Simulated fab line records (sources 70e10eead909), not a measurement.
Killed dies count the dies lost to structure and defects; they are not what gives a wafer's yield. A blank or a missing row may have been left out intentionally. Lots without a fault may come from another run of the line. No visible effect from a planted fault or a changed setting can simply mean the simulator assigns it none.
Chamber matching | flow nand_harc | 4 sister chambers for NHARC_P_CONTACT_CMP_24 on cmp-02
The step polishes, t overpolish 30 s, target thk 200 nm. 8 wafers are shown with their chamber, then 11 later ones without.

## WAFERS WITH THEIR CHAMBER
wafer  | chamber | motor_current_A (A) | time_to_endpoint_s (s)
L080.4 | 0       | 10.0                | 38
L080.1 | 1       | 13.8                | 40
L080.5 | 0       | 9.9                 | 39
L081.5 | 2       | 12.3                | 40
L083.3 | 2       | 11.9                | 43
L083.4 | 1       | 14.6                | 43
L083.5 | 3       | 10.8                | 35
L083.1 | 3       | 10.5                | 36

## WAFERS WHOSE CHAMBER IS MISSING
wafer  | motor_current_A (A) | time_to_endpoint_s (s)
L083.2 | 9.9                 | 40
L083.6 | 12.3                | 40
L088.1 | 13.6                | 43
L088.3 | 12.4                | 43
L088.4 | 9.9                 | 39
L090.1 | 12.5                | 45
L090.3 | 9.7                 | 42
L090.4 | 13.0                | 44
L093.1 | 9.5                 | 41
L093.3 | 13.7                | 42
L093.5 | 12.1                | 43

## THE CHAMBER EACH PASSED THROUGH
wafer  | from the rows above     | in truth
L083.2 | 0                       | 0
L083.6 | 2                       | 2
L088.1 | 1                       | 1
L088.3 | 2                       | 2
L088.4 | 0                       | 0
L090.1 | 2                       | 2
L090.3 | 0                       | 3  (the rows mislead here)
L090.4 | can't be placed: 2 or 1 | 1
L093.1 | 0                       | 0
L093.3 | 1                       | 1
L093.5 | 2                       | 2
Placed correctly: 9 of 11. Cannot be placed on the basis of these rows: 1; the candidates contain the true chamber in 1. 1 placed wrongly.
How it was worked out, from the rows above alone: a wafer's distance from a chamber is the root of the sum, over the readings, of the square of ((its reading less the chamber's mean) divided by the reading's scatter). The wafer belongs to the nearest chamber; if the next one is less than 2 further off, it can't be placed. A chamber's mean is the mean of its shown wafers. The scatter is the square root of a quotient: the sum, over the shown wafers, of each reading's squared deviation from its chamber's mean, divided by wafers minus chambers.
